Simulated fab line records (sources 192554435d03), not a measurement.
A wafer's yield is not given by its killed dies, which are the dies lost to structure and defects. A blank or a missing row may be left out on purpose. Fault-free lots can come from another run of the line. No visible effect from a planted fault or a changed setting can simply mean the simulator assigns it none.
fab line records	flow n5_finfet	part 1 of 2: steps 1 to 19 of 28
[record] lots = 5	wafers = 15	last_day = 19
route steps=1938 shown BEOL_M10@1472
lots untouched by any fault: they come from a run of this same line in which no faults occurred
start_h: the number of hours between the record's first day and the start of the first shown wafer of the lot	wait_h: hours since the lot's step before	" identical to the entry in the row above	L1.1+2: several wafers, shown together as one row	- either no value or no given start	* or withheld: withheld	< > ~ a bound
route shown NAME@n: a module of which the file shows steps, and the number in the route of the first	usual: mean and standard deviation over wafers with no fault	same: alike in all rows	chamber/n: place in a boat	sites: each site's reading	_std_site: standard deviation across them	_edge_site: mean of outer sites minus mean of inner sites	radius_mm: for every site, how far away it sits from the centre of the wafer	mask NAME#n: copy n	behind: the tool/chamber that last shaped the wafer	hold: reason for holding the lot/hours on hold/outcome of the hold	device: names the non-switching transistor (n, p or np)	end of line: the same wafers' tests at the end of the route	step lacking rows: just its recipe	killed: at the first sort, the dies lost to defects and structure; wafer yield is something else	map: dies across one wafer; x = killed, . = not, _ = none there
set.NAME: the setting that was run; set.NAME@STEP: the one run at that earlier step	model.NAME: the simulator's own value behind a step, which no gauge read
certain route steps with their lots: each step a table, each wafer a row
services: the hour from which a tool's chamber was out of use, counted from the record's first day as start_h (under 0 if before that day), plus the number of hours and why
[[steps]]
[step N5_BEOL_M10_THK_MEAS_01]
[recipe] reads = SiCOH_lowk_of_BEOL_M10_ILD_DEP_00
[usual] M10_ILD_THK = 268/4.1
lot.wafer	tool	chamber	start_h	wait_h	M10_ILD_THK[nm]
L086.2	film_metro-02	-	325.08	0.4	263
L086.3	"	-	"	"	267
L086.6	"	-	"	"	268
L090.2	film_metro-01	-	356.05	0.4	265
L090.4	"	-	"	"	272
L090.5	"	-	"	"	269
L088.1	film_metro-01	-	356.62	0.4	267
L088.2	"	-	"	"	264
L088.4	"	-	"	"	268
L093.2	film_metro-02	-	370.04	0.4	262
L093.4	"	-	"	"	274
L093.6	"	-	"	"	274
L096.1	film_metro-02	-	386.48	0.4	261
L096.2	"	-	"	"	258
L096.6	"	-	"	"	261
[step N5_BEOL_M10_PECVD_70]
[recipe] material = SiO2	target_thk_a = 200	temp_c = 400	precursor = TEOS/O2	pressure_torr = 5.5	rf_w = 450	teos_flow_sccm = 53.8	gas = O2	flow_sccm = 3000	time_s = 22.7
[usual] heater_power_w = 772/120	showerhead_plenum_p_Torr = 8.78/0.081	throttle_valve_pct = 22.6/2
lot.wafer	tool	chamber	start_h	wait_h	heater_power_w	showerhead_plenum_p_Torr	throttle_valve_pct
L086.2	pecvd-04	2	325.11	0.0	671	8.85	21.6
L086.3	"	0	"	"	755	8.79	21.0
L086.6	"	0	"	"	772	8.78	21.0
L090.2	pecvd-02	0	356.08	0.0	827	8.64	21.3
L090.4	"	1	"	"	722	8.82	22.8
L090.5	"	2	"	"	932	8.69	22.3
L088.1	pecvd-03	2	356.65	0.0	955	8.90	20.4
L088.2	"	0	"	"	814	8.76	27.1
L088.4	"	1	"	"	758	8.92	23.5
L093.2	pecvd-02	0	370.07	0.0	756	8.67	21.0
L093.4	"	0	"	"	773	8.67	21.2
L093.6	"	1	"	"	654	8.83	22.7
L096.1	pecvd-03	0	386.52	0.0	842	8.75	27.3
L096.2	"	2	"	"	933	8.88	20.5
L096.6	"	0	"	"	860	8.73	27.0
[step N5_BEOL_M10_HM_DEP_02]
[recipe] material = TiN	target_thk_a = 200	temp_c = 25	chamber_pressure_pa = 0.49996
[usual] throttle_valve_pct = 30.3/1.2
lot.wafer	tool	chamber	start_h	wait_h	throttle_valve_pct
L086.2	pvd_sputter-01	-	326.62	1.5	31.4
L086.3	"	-	"	"	31.4
L086.6	"	-	"	"	31.7
L090.2	pvd_sputter-02	-	356.94	0.8	28.9
L090.4	"	-	"	"	28.3
L090.5	"	-	"	"	30.4
L088.1	pvd_sputter-02	-	357.12	0.5	29.5
L088.2	"	-	"	"	30.2
L088.4	"	-	"	"	28.3
L093.2	pvd_sputter-03	-	370.39	0.3	29.9
L093.4	"	-	"	"	29.3
L093.6	"	-	"	"	28.1
L096.1	pvd_sputter-01	-	388.22	1.7	31.4
L096.2	"	-	"	"	30.6
L096.6	"	-	"	"	31.7
[step N5_BEOL_M10_COAT_59]
[recipe] resist = SOC	temp_c = 250	time_s = 60	spin_rpm = 1500	resist_thk_nm = 100
[usual] chill_plate_temp_C = 23.02/0.11	exhaust_pa = 45.0/0.84
lot.wafer	tool	chamber	start_h	wait_h	chill_plate_temp_C	exhaust_pa
L086.2	litho_track-03	0	326.75	0.1	23.25	44.3
L086.3	"	0	"	"	23.13	44.7
L086.6	"	0	"	"	23.08	44.7
L090.2	litho_track-02	0	357.07	0.1	22.76	44.4
L090.4	"	0	"	"	22.89	45.6
L090.5	"	0	"	"	22.93	45.0
L088.1	litho_track-03	0	357.25	0.1	22.95	44.8
L088.2	"	0	"	"	22.83	46.0
L088.4	"	0	"	"	22.94	46.2
L093.2	litho_track-04	0	370.52	0.1	23.04	45.2
L093.4	"	0	"	"	22.98	44.5
L093.6	"	0	"	"	22.87	44.8
L096.1	litho_track-02	0	388.35	0.1	22.91	46.7
L096.2	"	0	"	"	22.94	45.2
L096.6	"	0	"	"	23.06	46.0
[step N5_BEOL_M10_COAT_60]
[recipe] resist = SiARC	temp_c = 220	time_s = 60	spin_rpm = 1500	resist_thk_nm = 30
[usual] chill_plate_temp_C = 23.01/0.095	exhaust_pa = 45.1/0.86
lot.wafer	tool	chamber	start_h	wait_h	chill_plate_temp_C	exhaust_pa
L086.2	litho_track-03	0	-	-	23.19	43.3
L086.3	"	0	"	"	22.96	44.9
L086.6	"	0	"	"	22.97	43.7
L090.2	litho_track-02	0	-	-	23.02	46.0
L090.4	"	0	"	"	23.07	44.2
L090.5	"	0	"	"	23.13	44.1
L088.1	litho_track-03	0	-	-	22.97	45.1
L088.2	"	0	"	"	22.95	45.1
L088.4	"	0	"	"	23.07	45.9
L093.2	litho_track-04	0	-	-	23.00	44.7
L093.4	"	0	"	"	23.10	45.1
L093.6	"	0	"	"	23.00	44.2
L096.1	litho_track-02	0	-	-	23.06	47.3
L096.2	"	0	"	"	23.08	46.4
L096.6	"	0	"	"	23.04	45.3
[step N5_BEOL_M10_COAT_05]
[recipe] resist = CAR-ArF	spin_rpm = 1500	resist_thk_nm = 90
[usual] chill_plate_temp_C = 23.01/0.1	exhaust_pa = 45.1/0.87
lot.wafer	tool	chamber	start_h	wait_h	chill_plate_temp_C	exhaust_pa
L086.2	litho_track-03	0	-	-	23.07	45.3
L086.3	"	0	"	"	22.97	47.6
L086.6	"	0	"	"	23.14	46.3
L090.2	litho_track-02	0	-	-	22.91	44.5
L090.4	"	0	"	"	22.96	44.5
L090.5	"	0	"	"	22.91	45.3
L088.1	litho_track-03	0	-	-	23.06	45.8
L088.2	"	0	"	"	23.21	45.2
L088.4	"	0	"	"	22.94	44.4
L093.2	litho_track-04	0	-	-	23.06	44.7
L093.4	"	0	"	"	22.88	44.0
L093.6	"	0	"	"	23.11	45.1
L096.1	litho_track-02	0	-	-	22.94	46.2
L096.2	"	0	"	"	22.93	45.0
L096.6	"	0	"	"	22.92	44.1
[step N5_BEOL_M10_EBR_07]
[recipe] solvent = PGMEA	ebr_width_mm = 1.5
[usual] chill_plate_temp_C = 22.99/0.1	exhaust_pa = 45.0/0.86
[same] ebr_width_mm = 1.5
lot.wafer	tool	chamber	start_h	wait_h	chill_plate_temp_C	exhaust_pa
L086.2	litho_track-03	0	-	-	22.99	45.9
L086.3	"	0	"	"	23.16	45.5
L086.6	"	0	"	"	22.87	44.0
L090.2	litho_track-02	0	-	-	22.99	44.8
L090.4	"	0	"	"	22.90	45.6
L090.5	"	0	"	"	22.90	46.3
L088.1	litho_track-03	0	-	-	23.06	44.9
L088.2	"	0	"	"	23.01	46.0
L088.4	"	0	"	"	23.07	46.4
L093.2	litho_track-04	0	-	-	23.10	45.8
L093.4	"	0	"	"	23.02	44.8
L093.6	"	0	"	"	23.07	44.9
L096.1	litho_track-02	0	-	-	22.97	44.7
L096.2	"	0	"	"	23.14	46.6
L096.6	"	0	"	"	23.01	45.6
[step N5_BEOL_M10_SOFTBAKE_06]
[recipe] temp_c = 110	time_s = 60	resist = CAR-ArF
[usual] chill_plate_temp_C = 23.02/0.11	exhaust_pa = 45.4/0.95
lot.wafer	tool	chamber	start_h	wait_h	chill_plate_temp_C	exhaust_pa
L086.2	litho_track-03	0	-	-	22.94	44.0
L086.3	"	0	"	"	23.18	44.2
L086.6	"	0	"	"	22.95	44.2
L090.2	litho_track-02	0	-	-	23.07	44.0
L090.4	"	0	"	"	23.00	46.2
L090.5	"	0	"	"	23.01	45.0
L088.1	litho_track-03	0	-	-	23.01	44.6
L088.2	"	0	"	"	23.17	45.8
L088.4	"	0	"	"	23.07	43.8
L093.2	litho_track-04	0	-	-	22.96	43.8
L093.4	"	0	"	"	23.07	45.3
L093.6	"	0	"	"	23.05	45.2
L096.1	litho_track-02	0	-	-	22.88	45.3
L096.2	"	0	"	"	22.85	46.1
L096.6	"	0	"	"	22.78	45.4
[step N5_BEOL_M10_EXPOSE_08]
[recipe] mask_id = M10	na = 1.35	source_shape = dipole	sigma_inner = 0.411	sigma_outer = 0.611	polarization = te	dose_mj = 53.75
[same] na = 1.35
lot.wafer	tool	chamber	start_h	wait_h	mask
L086.2+3+6	arfi_scanner-02	0	327.03	-	M10#0
L090.2+4+5	arfi_scanner-01	0	357.20	-	M10#0
L088.1+2+4	arfi_scanner-03	0	357.49	-	M10#0
L093.2+4+6	arfi_scanner-03	0	370.77	-	M10#0
L096.1+2+6	arfi_scanner-03	0	388.59	-	M10#0
[step N5_BEOL_M10_PEB_09]
[recipe] peb_temp_c = withheld	peb_time_s = 60	resist = CAR-ArF
[usual] chill_plate_temp_C = 22.99/0.11	exhaust_pa = 44.8/0.88
lot.wafer	tool	chamber	start_h	wait_h	chill_plate_temp_C	exhaust_pa
L086.2	litho_track-04	0	327.09	0.0	22.99	45.8
L086.3	"	0	"	"	22.90	44.5
L086.6	"	0	"	"	22.77	44.0
L090.2	litho_track-02	0	357.25	0.0	23.04	44.2
L090.4	"	0	"	"	22.94	45.3
L090.5	"	0	"	"	22.87	46.1
L088.1	litho_track-02	0	357.55	0.1	23.12	44.4
L088.2	"	0	"	"	23.18	44.5
L088.4	"	0	"	"	23.09	44.6
L093.2	litho_track-02	0	370.82	0.0	22.94	44.8
L093.4	"	0	"	"	22.82	44.7
L093.6	"	0	"	"	22.80	45.8
L096.1	litho_track-04	0	388.65	0.1	23.00	45.6
L096.2	"	0	"	"	22.96	46.1
L096.6	"	0	"	"	23.01	45.6
[step N5_BEOL_M10_DEVELOP_10]
[recipe] develop_time_s = 30	developer = TMAH	resist = CAR-ArF	rinse_liquid = diw	dry = air_spin	dev_temp_c = 23
[usual] chill_plate_temp_C = 23.01/0.11	exhaust_pa = 44.8/0.9
[same] develop_time_s = 30
lot.wafer	tool	chamber	start_h	wait_h	chill_plate_temp_C	exhaust_pa
L086.2	litho_track-04	0	-	-	22.97	43.5
L086.3	"	0	"	"	23.00	44.2
L086.6	"	0	"	"	22.93	44.8
L090.2	litho_track-02	0	-	-	23.04	45.4
L090.4	"	0	"	"	23.03	44.2
L090.5	"	0	"	"	23.01	42.7
L088.1	litho_track-02	0	-	-	23.08	45.6
L088.2	"	0	"	"	23.11	46.0
L088.4	"	0	"	"	22.94	46.6
L093.2	litho_track-02	0	-	-	22.88	46.0
L093.4	"	0	"	"	23.09	46.5
L093.6	"	0	"	"	22.98	45.3
L096.1	litho_track-04	0	-	-	22.82	44.7
L096.2	"	0	"	"	22.98	44.4
L096.6	"	0	"	"	23.11	45.1
[step N5_BEOL_M10_CD_MEAS_11]
[recipe] target_cd_nm = 64.1	landing_energy_ev = 500	detector = se_inlens	polarity = opening
[usual] cd_nm = 64.5/0.52
[same] landing_energy_ev = 500
lot.wafer	tool	chamber	start_h	wait_h	cd_nm
L086.2	cd_sem-03	0	327.15	-	64.4
L086.3	"	0	"	"	64.6
L086.6	"	0	"	"	63.8
L090.2	cd_sem-02	0	357.32	-	64.0
L090.4	"	0	"	"	65.0
L090.5	"	0	"	"	64.5
L088.1	cd_sem-02	0	357.62	-	64.8
L088.2	"	0	"	"	65.1
L088.4	"	0	"	"	64.3
L093.2	cd_sem-01	0	370.89	-	65.5
L093.4	"	0	"	"	65.1
L093.6	"	0	"	"	64.9
L096.1	cd_sem-01	0	388.72	-	63.7
L096.2	"	0	"	"	64.2
L096.6	"	0	"	"	65.2
[step N5_BEOL_M10_OVL_MEAS_12]
[recipe] points_per_wafer = 44
[usual] M10_OVL = 0.0/0.72
lot.wafer	tool	chamber	start_h	wait_h	M10_OVL[nm]
L086.2	overlay-01	0	327.18	0.0	-0.3
L086.3	"	0	"	"	-0.5
L086.6	"	0	"	"	-1.4
L090.2	overlay-01	0	357.35	0.0	1.2
L090.4	"	0	"	"	1.1
L090.5	"	0	"	"	-0.7
L088.1	overlay-02	0	357.65	0.0	-1.0
L088.2	"	0	"	"	0.0
L088.4	"	0	"	"	-0.6
L093.2	overlay-01	0	370.92	0.0	0.6
L093.4	"	0	"	"	0.3
L093.6	"	0	"	"	1.2
L096.1	overlay-01	0	388.75	0.0	-0.4
L096.2	"	0	"	"	0.0
L096.6	"	0	"	"	1.2
[step N5_BEOL_M10_INSPECT_13]
[recipe] mode = adi	inspect_instrument = brightfield
[usual] raw_defect_count = 434/110
lot.wafer	tool	chamber	start_h	wait_h	raw_defect_count
L086.2	defect_inspect-01	-	327.21	0.0	479
L086.3	"	-	"	"	409
L086.6	"	-	"	"	387
L090.2	defect_inspect-02	-	357.37	0.0	475
L090.4	"	-	"	"	446
L090.5	"	-	"	"	552
L088.1	defect_inspect-01	-	357.67	0.0	446
L088.2	"	-	"	"	321
L088.4	"	-	"	"	411
L093.2	defect_inspect-01	-	370.94	0.0	376
L093.4	"	-	"	"	414
L093.6	"	-	"	"	360
L096.1	defect_inspect-02	-	388.77	0.0	389
L096.2	"	-	"	"	579
L096.6	"	-	"	"	623
[step N5_BEOL_M10_DESCUM_16]
[recipe] chemistry = O2	time_s = 7.9	source_power_w = 50	bias_power_w = 20	pressure_mtorr = 20	rf_frequency_hz = 2.712e+07	temp_c = 40	resist = CAR-ArF	o2_flow_sccm = 225
[usual] drypump_motor_current_A = 5.7/0.54	oes_product_au = 0.80/0.082	rf_vpp_V = 242.9/1.4	showerhead_plenum_p_Torr = 2.07/0.072	throttle_valve_pct = 20.36/0.21
lot.wafer	tool	chamber	start_h	wait_h	drypump_motor_current_A	oes_product_au	rf_hours_counter_h	rf_vpp_V	showerhead_plenum_p_Torr	throttle_valve_pct
L086.2	rie_diel-06	3	327.24	0.0	4.9	0.87	75	245.5	2.21	20.60
L086.3	"	2	"	"	5.4	0.89	31	243.4	2.15	20.43
L086.6	"	3	"	"	4.9	0.87	-	244.9	2.21	20.60
L090.2	rie_diel-06	1	357.88	0.5	5.9	0.82	98	245.5	2.19	20.32
L090.4	"	3	"	"	4.9	0.84	87	243.8	2.20	20.60
L090.5	"	0	"	"	5.3	0.83	-	244.6	2.11	20.39
L088.1	rie_diel-06	3	358.13	0.5	4.9	0.85	87	244.5	2.20	20.63
L088.2	"	2	"	"	5.4	0.87	43	244.8	2.14	20.44
L088.4	"	1	"	"	5.9	0.82	98	244.6	2.19	20.32
L093.2	rie_diel-04	1	371.14	0.2	5.7	0.70	245	240.9	1.97	20.19
L093.4	"	3	"	"	5.8	0.95	5	241.7	2.06	19.98
L093.6	"	1	"	"	5.7	0.69	-	241.8	1.97	20.21
L096.1	rie_diel-04	0	389.04	0.3	4.9	0.75	170	241.2	2.01	20.61
L096.2	"	2	"	"	6.7	0.89	27	243.1	2.03	20.46
L096.6	"	2	"	"	6.7	0.89	-	242.8	2.03	20.46
[step N5_BEOL_M10_ETCH_61]
[recipe] chemistry = CF4	target = SiARC	target_depth_a = 390	mask_material = CAR-ArF	time_s = 65	ion_energy_ev = 80	pressure_mtorr = 40	source_w = 545	bias_w = 36	Ar_flow_sccm = 100	cf4_flow_sccm = 100	ends = cleared
[usual] cf4_flow_sccm = 100.0/0.32	drypump_motor_current_A = 5.7/0.54	etch_rf_on_time_s = 65.0/1.3	oes_product_au = 0.69/0.07	rf_vpp_V = 183.8/1.2	showerhead_plenum_p_Torr = 2.13/0.075	throttle_valve_pct = 15.58/0.17
lot.wafer	tool	chamber	start_h	wait_h	cf4_flow_sccm	drypump_motor_current_A	etch_rf_on_time_s	oes_product_au	rf_hours_counter_h	rf_vpp_V	showerhead_plenum_p_Torr	throttle_valve_pct
L086.2	rie_diel-06	3	327.28	0.0	100.2	4.9	62.5	0.74	75	185.8	2.26	15.85
L086.3	"	2	"	"	100.2	5.4	62.4	0.76	31	185.3	2.18	15.45
L086.6	"	3	"	"	100.2	4.9	63.5	0.74	-	185.0	2.26	15.85
L090.2	rie_diel-06	1	357.92	0.0	99.6	5.9	63.5	0.71	98	183.9	2.26	15.61
L090.4	"	3	"	"	99.7	4.9	62.9	0.73	87	185.0	2.26	15.88
L090.5	"	0	"	"	100.2	5.3	64.6	0.71	-	184.1	2.16	15.58
L088.1	rie_diel-06	3	358.17	0.0	100.0	4.9	63.4	0.72	87	185.9	2.26	15.85
L088.2	"	2	"	"	100.3	5.4	62.3	0.75	43	186.1	2.17	15.47
L088.4	"	1	"	"	99.9	5.9	64.1	0.71	98	185.5	2.26	15.62
L093.2	rie_diel-04	1	371.17	0.0	99.8	5.7	64.3	0.61	245	183.2	2.03	15.51
L093.4	"	3	"	"	99.7	5.8	63.6	0.81	5	182.7	2.12	15.19
L093.6	"	1	"	"	99.8	5.7	63.9	0.61	-	182.2	2.03	15.51
L096.1	rie_diel-04	0	389.07	0.0	100.3	5.0	66.5	0.64	170	182.3	2.05	15.75
L096.2	"	2	"	"	99.4	6.8	66.2	0.76	27	182.1	2.10	15.66
L096.6	"	2	"	"	99.5	6.8	66.2	0.76	-	182.2	2.10	15.69
[step N5_BEOL_M10_ETCH_62]
[recipe] chemistry = N2/H2	target = SOC	target_depth_a = 1100	overetch_a = 220	mask_material = SiARC	temp_c = 40	time_s = 165	ion_energy_ev = 200	pressure_mtorr = 30	source_w = 840	bias_w = 150	n2_flow_sccm = 200	h2_flow_sccm = 200
[usual] drypump_motor_current_A = 5.7/0.54	oes_product_au = 0.68/0.066	rf_vpp_V = 523.4/2.8	showerhead_plenum_p_Torr = 2.52/0.088	throttle_valve_pct = 17.72/0.22
lot.wafer	tool	chamber	start_h	wait_h	drypump_motor_current_A	oes_product_au	rf_hours_counter_h	rf_vpp_V	showerhead_plenum_p_Torr	throttle_valve_pct
L086.2	rie_diel-06	3	327.33	0.0	5.0	0.72	75	528.8	2.67	17.83
L086.3	"	2	"	"	5.4	0.74	31	523.8	2.57	17.55
L086.6	"	3	"	"	4.9	0.73	-	528.0	2.67	17.83
L090.2	rie_diel-06	1	357.97	0.0	5.9	0.69	98	527.8	2.68	17.78
L090.4	"	3	"	"	5.0	0.72	87	528.8	2.66	17.84
L090.5	"	0	"	"	5.3	0.70	-	523.5	2.57	17.85
L088.1	rie_diel-06	3	358.22	0.0	5.0	0.72	87	527.6	2.66	17.86
L088.2	"	2	"	"	5.4	0.72	43	525.1	2.56	17.58
L088.4	"	1	"	"	5.9	0.70	98	529.4	2.68	17.78
L093.2	rie_diel-04	1	371.22	0.0	5.7	0.60	245	520.1	2.40	17.60
L093.4	"	3	"	"	5.8	0.79	5	523.9	2.49	17.25
L093.6	"	1	"	"	5.7	0.60	-	519.8	2.40	17.59
L096.1	rie_diel-04	0	389.12	0.0	5.0	0.64	170	519.5	2.42	17.98
L096.2	"	2	"	"	6.8	0.76	27	521.2	2.49	17.92
L096.6	"	2	"	"	6.8	0.77	-	522.7	2.49	17.90
[step N5_BEOL_M10_STRIP_68]
[recipe] chemistry = N2/H2	temp_c = 40	n2_flow_sccm = 200	h2_flow_sccm = 200	rf_frequency_hz = 6e+07
lot.wafer	tool	chamber	start_h	wait_h
L086.2+3+6	rie_diel-06	3,2,3	327.46	0.1
L090.2+4+5	rie_diel-06	1,3,0	358.10	0.1
L088.1+2+4	rie_diel-06	3,2,1	358.35	0.1
L093.2+4+6	rie_diel-04	1,3,1	371.36	0.1
L096.1+2+6	rie_diel-04	0,2,2	389.26	0.1
[step N5_BEOL_M10_STRIP_67]
[recipe] chemistry = CF4	resist = SiARC	power_w = 300	bias_power_w = 75	pressure_mtorr = 50	cf4_flow_sccm = 150	rf_frequency_hz = 6e+07
[usual] cf4_flow_sccm = 150.0/0.42	drypump_motor_current_A = 5.7/0.54	oes_product_au = 0.81/0.078	rf_vpp_V = 270.8/1.5	showerhead_plenum_p_Torr = 1.78/0.064	throttle_valve_pct = 13.54/0.17
lot.wafer	tool	chamber	start_h	wait_h	cf4_flow_sccm	drypump_motor_current_A	oes_product_au	rf_hours_counter_h	rf_vpp_V	showerhead_plenum_p_Torr	throttle_valve_pct
L086.2	rie_diel-06	3	327.47	0.0	150.3	4.9	0.85	75	273.6	1.89	13.78
L086.3	"	2	"	"	150.1	5.4	0.87	31	271.9	1.83	13.39
L086.6	"	3	"	"	150.4	4.9	0.86	-	274.4	1.89	13.77
L090.2	rie_diel-06	1	358.11	0.0	149.7	5.9	0.82	98	272.9	1.90	13.57
L090.4	"	3	"	"	149.7	4.9	0.85	87	272.9	1.88	13.78
L090.5	"	0	"	"	149.7	5.2	0.82	-	270.1	1.82	13.57
L088.1	rie_diel-06	3	358.36	0.0	149.4	5.0	0.84	87	272.1	1.88	13.79
L088.2	"	2	"	"	149.4	5.4	0.85	43	273.3	1.82	13.43
L088.4	"	1	"	"	150.5	5.9	0.82	98	273.4	1.90	13.59
L093.2	rie_diel-04	1	371.37	0.0	149.4	5.7	0.71	245	268.7	1.71	13.60
L093.4	"	3	"	"	149.5	5.8	0.93	5	270.1	1.76	13.13
L093.6	"	1	"	"	149.6	5.7	0.70	-	267.0	1.71	13.60
L096.1	rie_diel-04	0	389.27	0.0	150.4	4.9	0.75	170	268.9	1.71	13.69
L096.2	"	2	"	"	149.8	6.8	0.90	27	269.8	1.75	13.56
L096.6	"	2	"	"	149.5	6.8	0.90	-	271.3	1.75	13.57
